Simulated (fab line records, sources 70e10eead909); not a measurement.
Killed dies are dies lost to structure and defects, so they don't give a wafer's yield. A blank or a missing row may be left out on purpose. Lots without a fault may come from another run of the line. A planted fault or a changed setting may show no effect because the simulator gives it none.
Chamber matching | flow nand_harc | NHARC_A_STAIRCASE_ETCH_271 on rie_diel-08: 4 sister chambers
The step etches the open film in CF4/CHF3. 16 wafers are shown with their chamber, then 8 later ones without.

WAFERS WITH THEIR CHAMBER
wafer  | chamber | drypump_motor_current_A (A) | showerhead_plenum_p_Torr (Torr) | rf_vpp_V (V)
L081.1 | 2       | 5.6                         | 1.58                            | 371.1
L081.2 | 0       | 6.2                         | 1.59                            | 370.0
L081.3 | 3       | 5.8                         | 1.68                            | 373.6
L085.4 | 2       | 5.6                         | 1.58                            | 369.7
L085.5 | 1       | 5.9                         | 1.68                            | 374.1
L085.6 | 2       | 5.6                         | 1.58                            | 372.2
L086.3 | 1       | 5.9                         | 1.68                            | 373.9
L086.4 | 0       | 6.2                         | 1.59                            | 371.5
L086.6 | 1       | 5.9                         | 1.68                            | 374.4
L088.1 | 3       | 5.8                         | 1.68                            | 375.2
L088.4 | 1       | 5.9                         | 1.67                            | 373.8
L088.5 | 3       | 5.8                         | 1.68                            | 374.2
L094.1 | 1       | 5.9                         | 1.67                            | 372.5
L094.2 | 3       | 5.8                         | 1.67                            | 372.9
L094.5 | 2       | 5.6                         | 1.57                            | 371.2
L095.2 | 0       | 6.3                         | 1.58                            | 369.8

SIGNATURES (means of the wafers above)
reading                  | chamber 0 | chamber 1 | chamber 2 | chamber 3 | scatter within a chamber
drypump_motor_current_A  | 6.233     | 5.900     | 5.600     | 5.800     | 0.0236
showerhead_plenum_p_Torr | 1.5867    | 1.6760    | 1.5775    | 1.6775    | 0.0053
rf_vpp_V                 | 370.433   | 373.740   | 371.050   | 373.975   | 0.907
Rule: a wafer's distance from a chamber is the root of the sum, over the readings, of the square of ((its reading less the chamber's mean) divided by the reading's scatter). The wafer belongs to the nearest chamber; if the next one is less than 2 further off, it can't be placed. The scatter: the root of (the sum of the squares of (reading less its chamber's mean) over the shown wafers, divided by (wafers less chambers)).

WAFERS WITHOUT THEIR CHAMBER
wafer  | drypump_motor_current_A (A) | showerhead_plenum_p_Torr (Torr) | rf_vpp_V (V)
L095.3 | 5.6                         | 1.57                            | 369.3
L095.5 | 6.2                         | 1.58                            | 369.2
L096.3 | 5.6                         | 1.57                            | 370.0
L096.5 | 6.2                         | 1.58                            | 370.3
L096.6 | 5.8                         | 1.67                            | 373.2
L097.3 | 6.3                         | 1.58                            | 371.5
L097.4 | 5.6                         | 1.57                            | 369.9
L097.6 | 5.7                         | 1.67                            | 372.5

WHICH CHAMBER EACH WENT THROUGH
wafer  | from the rows above | in truth
L095.3 | 2                   | 2
L095.5 | 0                   | 0
L096.3 | 2                   | 2
L096.5 | 0                   | 0
L096.6 | 3                   | 3
L097.3 | 0                   | 0
L097.4 | 2                   | 2
L097.6 | 3                   | 3
Placed correctly: 8 of 8. Can't be placed from these rows: 0. Placed wrongly: 0.
